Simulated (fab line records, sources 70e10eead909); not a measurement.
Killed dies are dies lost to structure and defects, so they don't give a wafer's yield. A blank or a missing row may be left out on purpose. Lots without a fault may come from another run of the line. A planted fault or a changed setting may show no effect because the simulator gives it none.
One fault seen from 2 desks | flow nand_harc | each desk has only its own numbers; what lay behind them comes last

THE TOOL OWNER'S DESK: acl_dep-01
The tool's own readings at NHARC_A_STAIRCASE_HM_DEP_459 (deposits aC, target thk 1500 nm): means of the sampled wafers that have a number, for each lot that ran on this tool. A lot is out of limits, marked OUT, if its mean lies more than 4 standard deviations from the usual mean; the brackets give that distance.
Columns: A = throttle_valve_pct at NHARC_A_STAIRCASE_HM_DEP_459, usual 34.999 %
lot  | first seen here | A
L822 | day 17 03:54    | 34.999
L823 | day 17 05:45    | 35.009
L825 | day 18 02:37    | 35.005
L827 | day 18 23:08    | 35.000
L828 | day 19 18:29    | 34.994
L833 | day 21 14:02    | 34.996
L835 | day 22 07:48    | 34.993
L838 | day 22 22:07    | 34.997
L842 | day 25 07:38    | 35.000
L843 | day 25 09:11    | 34.995
This desk's finding: nothing out of limits on any of the 10 lots.

THE METROLOGY DESK
What the gauges read, lot by lot, whatever tool the lot ran on: means of the sampled wafers that have a number. A lot is out of limits, marked OUT, if its mean lies more than 4 standard deviations from the usual mean; the brackets give that distance.
Columns: A = thk_nm at NHARC_THIN_TSV_THK_MEAS_02, usual 2988 nm; B = cd_nm at NHARC_THIN_TSV_CD_MEAS_12, usual 1000.2 nm
lot  | first seen here | A    | B
L823 | day 23 23:54    | 2878 | 1001.0
L822 | day 24 01:05    | 2785 | 1001.5
L826 | day 25 09:47    | 3053 | 998.6
L825 | day 25 12:12    | 2834 | 1001.9
L827 | day 26 04:28    | 3172 | 999.3
L828 | day 27 02:06    | 2996 | 998.9
L831 | day 27 19:04    | 3272 | 998.7
L833 | day 28 17:47    | 2974 | 1000.0
L835 | day 28 22:31    | 3013 | 999.0
L834 | day 28 23:43    | 3165 | 999.4
L838 | day 29 23:05    | 2980 | 1000.2
L842 | day 32 12:24    | 3010 | 1000.6
L843 | day 32 13:36    | 2920 | 998.3
This desk's finding: nothing out of limits on any of the 13 lots.

PUT TOGETHER
The tool owner's desk saw nothing out of limits.
The metrology desk saw nothing out of limits.

WHAT THE SIMULATOR HAD PUT IN
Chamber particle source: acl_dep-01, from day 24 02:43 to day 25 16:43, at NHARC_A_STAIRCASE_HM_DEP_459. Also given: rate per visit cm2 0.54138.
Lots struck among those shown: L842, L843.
